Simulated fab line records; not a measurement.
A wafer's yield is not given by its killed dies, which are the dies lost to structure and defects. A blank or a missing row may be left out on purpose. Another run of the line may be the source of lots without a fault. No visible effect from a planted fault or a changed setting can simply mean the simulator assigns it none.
fab line records -- flow n5Finfet
record lots=4, wafers=12, lastDay=18
route steps=1938 shown BEOL_M4@1100 BEOL_M5@1112 PASSIVATION@1936
lots with no fault: from the same line, run without faults
startH: the number of hours between the record's first day and the start of the first shown wafer of the lot -- waitH: hours elapsed since this lot's preceding step -- " identical to the entry in the row above -- L1.1+2: a single row standing in for several wafers -- - either no value or no given start -- * or withheld: withheld -- < > ~ a bound
route shown NAME@n: a module of which the file shows steps, and the number in the route of the first -- usual: mean/standard deviation of fault-free wafers -- same: alike in all rows -- chamber/n: place in a boat -- sites: readings site by site -- _std_site: the values' standard deviation -- _edge_site: mean of outer sites minus mean of inner sites -- radiusMm: how far each site lies from the wafer's centre -- mask NAME#n: copy n -- behind: the tool/chamber that last shaped the wafer -- hold: why the lot went on hold/how many hours it stayed there/how the hold came to an end -- device: whichever transistor did not switch (one of n, p or np) -- end of line: tests of these same wafers at the route's end -- for a step that has no rows: nothing shown but its recipe -- killed: not the wafer's yield, but the dies lost to structure and defects at the first sort -- map: a wafer's dies, x killed, . not, _ none there
set.NAME: the setting the step ran with; set.NAME@STEP: the setting that earlier step ran with -- model.NAME: the simulator's own value behind a step, which no gauge read
certain route steps with their lots: each step a table, each wafer a row
services: the hour from which a tool's chamber was out of use, counted from the record's first day as startH (under 0 if before that day), plus the number of hours and why
## steps
# step N5_BEOL_M4_SPUTTER_96
# recipe material=Cu, targetThkA=45, tempC=-20, chamberPressurePa=0.07, powerW=withheld, timeS=8.29
# step N5_BEOL_M4_ECD_50
# recipe material=Cu, targetThkA=3000
# step N5_BEOL_M4_ANNEAL_51
# recipe tempC=225, timeS=90, ambient=N2
# step N5_BEOL_M4_CMP_52
# recipe stopOn=SiOC, tOverpolishS=6.8, downForcePsi=1, platenRpm=50, clearingPlatenDownForcePsi=1.5, clearingPlatenRpm=50, postCmpClean=cuAlkaline, targetThkNm=40, clearingPlatenPadVelocityMS=0.99484, padVelocityMS=0.99484
# step N5_BEOL_M4_PRE_CLEAN_60
# recipe gas=NH3/H2, timeS=15, tempC=*, rfPowerW=300
# step N5_BEOL_M4_CO_CAP_55
# recipe material=Co, targetThkA=20, tempC=200, precursor=CCTBA/H2, pressureTorr=30, timeS=102.1
# step N5_BEOL_M4_PRE_CLEAN_56
# recipe gas=NH3, timeS=15, tempC=withheld, rfPowerW=300
# step N5_BEOL_M4_DEP_57
# recipe material=SiCN, targetThkA=80, tempC=withheld, precursor=3MS/NH3, pressureTorr=3, rfW=202, timeS=14
# step N5_BEOL_M5_ILD_DEP_00
# recipe material=SiCOH_lowk, targetThkA=1406.4, tempC=300, precursor=DEMS/porogen, pressureTorr=5, rfW=500, timeS=25.9
# usual heaterPowerOuterW=160/32, heaterPowerW=323/44, showerheadPlenumPTorr=5.748/0.021, throttleValvePct=14.0/0.94
lot.wafer,tool,chamber,startH,waitH,heaterPowerOuterW,heaterPowerW,showerheadPlenumPTorr,throttleValvePct,model.SiCOH_lowk_of_BEOL_M5_ILD_DEP_00.thkNm
L369.1,pecvd-01,1,200.92,0.8,191,396,5.767,15.6,137.8
L369.2,pecvd-01,0,200.92,0.8,117,270,5.737,13.6,139.8
L369.6,pecvd-01,2,200.92,0.8,146,301,5.764,13.1,138.2
L370.1,pecvd-01,0,209.78,0.8,99,245,5.749,13.8,140.4
L370.4,pecvd-01,0,209.78,0.8,106,256,5.733,13.6,128.6
L370.6,pecvd-01,2,209.78,0.8,164,331,5.787,12.8,141
L371.1,pecvd-01,1,218.19,0.8,183,376,5.773,15.8,138.2
L371.2,pecvd-01,2,218.19,0.8,154,309,5.784,13.0,124.2
L371.6,pecvd-01,1,218.19,0.8,179,378,5.750,15.6,143
L385.1,pecvd-01,1,311.72,0.8,165,360,5.741,15.6,141.8
L385.3,pecvd-01,2,311.72,0.8,164,327,5.783,13.1,140.2
L385.5,pecvd-01,2,311.72,0.8,164,320,5.778,12.9,141.6
# step N5_BEOL_M5_CURE_79
# recipe tempC=385, timeS=240, ambient=He/Ar, material=SiCOH_lowk
# step N5_BEOL_M5_THK_MEAS_01
# recipe reads=SiCOH_lowk_of_BEOL_M5_ILD_DEP_00
# usual M5_ILD_THK=120.8/1.6
lot.wafer,tool,chamber,startH,waitH,M5_ILD_THK[nm]
L369.1,filmMetro-01,-,201.66,0.4,118.5
L369.2,filmMetro-01,-,201.66,0.4,120.2
L369.6,filmMetro-01,-,201.66,0.4,118.8
L370.1,filmMetro-02,-,210.35,0.4,120.8
L370.4,filmMetro-02,-,210.35,0.4,110.4
L370.6,filmMetro-02,-,210.35,0.4,121.2
L371.1,filmMetro-01,-,218.77,0.4,119.0
L371.2,filmMetro-01,-,218.77,0.4,106.8
L371.6,filmMetro-01,-,218.77,0.4,123.0
L385.1,filmMetro-01,-,312.29,0.4,122.1
L385.3,filmMetro-01,-,312.29,0.4,120.5
L385.5,filmMetro-01,-,312.29,0.4,121.9
# step N5_BEOL_M5_PECVD_70
# recipe material=SiO2, targetThkA=160, tempC=400, precursor=TEOS/O2, pressureTorr=5.5, rfW=450, teosFlowSccm=53.8, gas=O2, flowSccm=3000, timeS=18
# step N5_BEOL_M5_HM_DEP_02
# recipe material=TiN, targetThkA=200, tempC=25, chamberPressurePa=0.49996
# step N5_BEOL_M5_COAT_59
# recipe resist=SOC, tempC=250, timeS=60, spinRpm=1500, resistThkNm=60
# step N5_BEOL_M5_COAT_60
# recipe resist=SiARC, tempC=220, timeS=60, spinRpm=1500, resistThkNm=12
# step N5_BEOL_M5_COAT_71
# recipe resist=underlayer, tempC=205, timeS=60, spinRpm=1500, resistThkNm=5
# step N5_BEOL_M5_COAT_05
# recipe resist=CAR-EUV, spinRpm=1500, resistThkNm=30
# step N5_BEOL_M5_EBR_07
# recipe solvent=PGMEA, ebrWidthMm=1.5
# step N5_BEOL_M5_SOFTBAKE_06
# recipe tempC=110, timeS=60, resist=CAR-EUV
# step N5_BEOL_M5_EXPOSE_08
# recipe maskId=M5, na=0.33, sourceShape=annular, sigmaInner=0.4, sigmaOuter=0.8, polarization=unpolarized, targetCdNm=28, doseMj=35.75
# step N5_BEOL_M5_PEB_09
# recipe pebTempC=100, pebTimeS=60, resist=CAR-EUV
# step N5_BEOL_M5_DEVELOP_10
# recipe developTimeS=30, developer=TMAH, resist=CAR-EUV, rinseLiquid=surfactantRinse, dry=airSpin, devTempC=23
# step N5_BEOL_M5_DESCUM_16
# recipe chemistry=O2, timeS=7, sourcePowerW=50, biasPowerW=20, pressureMtorr=20, rfFrequencyHz=2.712e+07, tempC=40, resist=CAR-EUV, o2FlowSccm=225
# step N5_BEOL_M5_ETCH_72
# recipe chemistry=N2/H2, target=underlayer, targetDepthA=65, maskMaterial=CAR-EUV, timeS=5.2, ionEnergyEv=200, pressureMtorr=30, sourceW=840, biasW=150, n2FlowSccm=200, h2FlowSccm=200, ends=cleared
# step N5_BEOL_M5_ETCH_61
# recipe chemistry=CF4, target=SiARC, targetDepthA=156, maskMaterial=CAR-EUV, timeS=26, ionEnergyEv=80, pressureMtorr=40, sourceW=545, biasW=36, Ar_flow_sccm=100, cf4FlowSccm=100, ends=cleared
# step N5_BEOL_M5_ETCH_62
# recipe chemistry=N2/H2, target=SOC, targetDepthA=750, overetchA=150, maskMaterial=SiARC, tempC=40, timeS=112.5, ionEnergyEv=200, pressureMtorr=30, sourceW=840, biasW=150, n2FlowSccm=200, h2FlowSccm=200
# step N5_BEOL_M5_STRIP_63
# recipe chemistry=N2/H2, tempC=40, n2FlowSccm=200, h2FlowSccm=200, rfFrequencyHz=6e+07
# step N5_BEOL_M5_STRIP_73
# recipe chemistry=N2/H2, tempC=40, n2FlowSccm=200, h2FlowSccm=200, rfFrequencyHz=6e+07
# step N5_BEOL_M5_STRIP_64
# recipe chemistry=CF4, resist=SiARC, powerW=300, biasPowerW=75, pressureMtorr=50, cf4FlowSccm=150, rfFrequencyHz=6e+07
# step N5_BEOL_M5_HM_OPEN_17
# recipe chemistry=Cl2/BCl3, targetDepthA=200, overetchA=60, target=TiN, maskMaterial=SOC, ionEnergyEv=150, pressureMtorr=10, icpW=1000, biasW=126, Cl2_flow_sccm=53.25, bcl3FlowSccm=21.75, Ar_flow_sccm=25
# step N5_BEOL_M5_STRIP_19
# recipe chemistry=O2, powerW=400, tempC=40, pressureMtorr=30, rfFrequencyHz=6e+07, biasPowerW=0, overashFraction=0.2, o2FlowSccm=225
# step N5_BEOL_M5_COAT_65
# recipe resist=SOC, tempC=250, timeS=60, spinRpm=1500, resistThkNm=60
# step N5_BEOL_M5_COAT_66
# recipe resist=SiARC, tempC=220, timeS=60, spinRpm=1500, resistThkNm=12
# step N5_BEOL_M5_COAT_74
# recipe resist=underlayer, tempC=205, timeS=60, spinRpm=1500, resistThkNm=5
# step N5_BEOL_M5_CMP_52
# recipe stopOn=SiCOH_lowk, tOverpolishS=6.9, downForcePsi=1, platenRpm=50, clearingPlatenDownForcePsi=1.5, clearingPlatenRpm=50, postCmpClean=cuAlkaline, targetThkNm=62, clearingPlatenPadVelocityMS=0.99484, padVelocityMS=0.99484
# usual motorCurrentA=5.9/0.63, platenRpm=50.00/0.037, retainingRingPressureFrac=1.000/0.0043, slurryFilterDpKPa=13.49/0.13
lot.wafer,tool,chamber,startH,waitH,motorCurrentA,platenRpm,retainingRingPressureFrac,slurryFilterDpKPa,model.SiCOH_lowk_of_BEOL_M5_ILD_DEP_00.thkNm
L369.1,cmp-02,2,211.74,0.3,5.0,49.94,1.003,13.49,115.6
L369.2,cmp-02,3,211.74,0.3,6.4,50.01,1.000,13.58,117.2
L369.6,cmp-02,2,211.74,0.3,4.8,49.95,0.999,13.60,115.8
L370.4,cmp-02,3,220.42,0.1,6.4,49.99,1.003,13.45,107.4
L370.1,cmp-02,2,220.42,0.1,4.7,49.95,0.997,13.41,117.8
L370.6,cmp-02,3,220.42,0.1,6.1,50.02,1.004,13.31,118.2
L371.2,cmp-02,3,227.95,0.2,6.3,50.01,1.000,13.65,103.8
L371.1,cmp-02,1,227.95,0.2,6.3,49.95,0.999,13.66,116
L371.6,cmp-02,2,227.95,0.2,4.9,50.01,0.995,13.68,120
L385.3,cmp-01,3,322.70,0.2,5.9,49.98,0.998,13.54,117.6
L385.1,cmp-01,1,322.70,0.2,6.1,49.98,1.000,13.37,119
L385.5,cmp-01,3,322.70,0.2,6.0,49.97,1.003,13.29,118.8
# step N5_PASSIVATION_PROBE_49
# usual defectLimitedYield=90.9/1.5, killed_at_M0_to_M3=36/10, killed_at_M4_up=13/5.5, killedAtContacts=12/5.6, killedAtFrontEnd=42/12, killedAtOther=4/3.2, killedDies=108/18, killedOpen=71/13, killedShort=34/7.8, sort_bin_5_function=5.4/1, sort_bin_6_memory=3.4/0.68, sortNPass=1072/18, sortYieldPct=90.9/1.5
# same grossDies=1180, killedAtBackSide=0, sort_bin_4_leakage[%]=0, sort_bin_8_speed[%]=0
lot.wafer,tool,chamber,startH,waitH,defectLimitedYield[%],killed_at_M0_to_M3,killed_at_M4_up,killedAtContacts,killedAtFrontEnd,killedAtOther,killedDies,killedOpen,killedShort,sort_bin_5_function[%],sort_bin_6_memory[%],sortNPass,sortYieldPct[%]
L371.1,prober-01,-,320.15,0.0,91.4,45,10,15,32,0,102,66,33,5.8,2.5,1078,91.4
L371.2,prober-01,-,320.20,0.1,93.3,31,7,4,34,3,79,54,24,3.6,2.9,1101,93.3
L371.6,prober-01,-,320.40,0.3,94.2,26,7,12,23,0,68,45,23,3.7,2.0,1112,94.2
# killed by level:class
L371.1 FIN_SAQP:geometricParticle:open=13 MOL_CONTACT_COAG:geometricParticle:open=11 BEOL_M3:geometricParticle:open=9 BEOL_M0_SAQP:geometricParticle:short=9 BEOL_M2:geometricParticle:open=9 FIN_SAQP:geometricParticle:short=7 BEOL_M0_SAQP:geometricParticle:open=5 MOL_CONTACT_COAG:geometricParticle:short=4
L371.2 FIN_SAQP:geometricParticle:open=11 BEOL_M0_SAQP:geometricParticle:open=7 BEOL_M0_SAQP:geometricParticle:short=7 FIN_SAQP:geometricParticle:short=6 DUMMY_GATE:geometricParticle:open=5 BEOL_M1:geometricParticle:open=5 BEOL_M2:geometricParticle:open=5 MOL_CONTACT_COAG:geometricParticle:open=4
L371.6 MOL_CONTACT_COAG:geometricParticle:open=10 BEOL_M1:geometricParticle:open=6 BEOL_M0_SAQP:geometricParticle:short=6 BEOL_M0_SAQP:geometricParticle:open=6 BEOL_M2:geometricParticle:open=6 DUMMY_GATE:geometricParticle:open=5 FIN_SAQP:geometricParticle:open=4 ILD0:geometricParticle:short=3
## services
tool,chamber,startH,hours,kind
cmp-01,-,204.30,4.0,pm
cmp-01,-,208.30,-,consumableReplace:conditioner
cmp-01,-,208.30,-,consumableReplace:pad
cmp-01,-,223.18,1.3,repair
cmp-02,-,235.02,4.0,pm
cmp-02,-,239.02,-,consumableReplace:conditioner
cmp-02,-,239.02,-,consumableReplace:pad
cmp-01,-,269.35,1.0,repair
cmp-02,-,288.05,1.8,repair
pecvd-01,-,289.64,1.0,repair
cmp-02,-,304.67,2.7,repair
## key
firstSign step=N5_BEOL_M5_THK_MEAS_01, reading=M5_ILD_THK, direction=down, sigmas=7.8, usual=120.8, struck=108.6
effect none on later readings
modelEffect step=N5_BEOL_M5_ILD_DEP_00, value=SiCOH_lowk_of_BEOL_M5_ILD_DEP_00.thkNm, without=140.8, struck=126.4
modelEffect step=N5_BEOL_M5_CMP_52, value=SiCOH_lowk_of_BEOL_M5_ILD_DEP_00.thkNm, without=118.1, struck=105.6
metAt N5_BEOL_M5_ILD_DEP_00
struckWafers L370.4,L371.2
onsetBetween 200.92 209.78
fault kind=processParameterDrift, tool=pecvd-01, chamber=-, onsetH=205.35, steps=N5_BEOL_M5_ILD_DEP_00, channel=timeS, offset=*, shape=step, endH=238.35, scope=struckWafersOnly, actsIn=*, stated=*
